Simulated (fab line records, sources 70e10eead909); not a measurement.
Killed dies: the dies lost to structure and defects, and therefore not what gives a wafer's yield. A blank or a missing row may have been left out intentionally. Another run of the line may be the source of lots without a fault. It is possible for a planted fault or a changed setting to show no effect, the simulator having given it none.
Matching of chambers | flow nand_harc | ald_hk-01 running NHARC_A_CHANNEL_FILL_D1_ALD_14: 4 sister chambers
The step deposits SiO2, target thk 2.5 nm, pulse time 10 s, ald cycles 25. 16 wafers are shown with their chamber, then 8 later ones without.

== WAFERS, EACH WITH ITS CHAMBER ==
wafer  | chamber | heater_power_w (W) | precursor_pulse_height_rel
L077.1 | 3       | 433                | 0.994
L077.5 | 1       | 489                | 0.985
L077.6 | 0       | 709                | 0.984
L084.1 | 3       | 438                | 0.994
L084.4 | 1       | 481                | 0.999
L084.6 | 2       | 459                | 0.982
L086.2 | 0       | 663                | 1.006
L086.5 | 3       | 441                | 0.970
L086.6 | 2       | 467                | 1.011
L087.1 | 3       | 443                | 1.004
L087.4 | 2       | 477                | 0.993
L087.6 | 3       | 436                | 1.012
L088.3 | 3       | 440                | 1.036
L088.4 | 0       | 655                | 0.967
L088.5 | 3       | 435                | 1.031
L090.1 | 2       | 467                | 0.991

SIGNATURES, as means of the wafers listed above
reading                    | chamber 0 | chamber 1 | chamber 2 | chamber 3 | scatter within a chamber
heater_power_w             | 675.67    | 485.00    | 467.50    | 438.00    | 12.8
precursor_pulse_height_rel | 0.98567   | 0.99200   | 0.99425   | 1.00586   | 0.0193
Rule: for a wafer and a chamber, the distance is found by dividing, reading by reading, the gap between the wafer's reading and the chamber's mean by the reading's scatter, squaring, summing and taking the root. If the next closest chamber is less than 2 further off than the closest, the wafer can't be placed; otherwise it belongs to the closest. The scatter: the root of (the sum of the squares of (reading less its chamber's mean) over the shown wafers, divided by (wafers less chambers)).

== WAFERS WITHOUT THEIR CHAMBER ==
wafer  | heater_power_w (W) | precursor_pulse_height_rel
L090.5 | 441                | 0.966
L090.6 | 650                | 1.018
L095.1 | 655                | 0.991
L095.5 | 649                | 1.021
L095.6 | 474                | 0.993
L097.3 | 658                | 0.982
L097.5 | 669                | 0.971
L097.6 | 480                | 1.018

== WHICH CHAMBER EACH ONE RAN IN ==
wafer  | from the rows above          | in truth
L090.5 | can't be placed: 3 or 2 or 1 | 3
L090.6 | 0                            | 0
L095.1 | 0                            | 0
L095.5 | 0                            | 0
L095.6 | can't be placed: 2 or 1      | 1
L097.3 | 0                            | 0
L097.5 | 0                            | 0
L097.6 | can't be placed: 1 or 2 or 3 | 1
Placed correctly: 5 of 8. Can't be placed from these rows: 3 (the true chamber is among the candidates in 3). Number placed wrongly: 0.
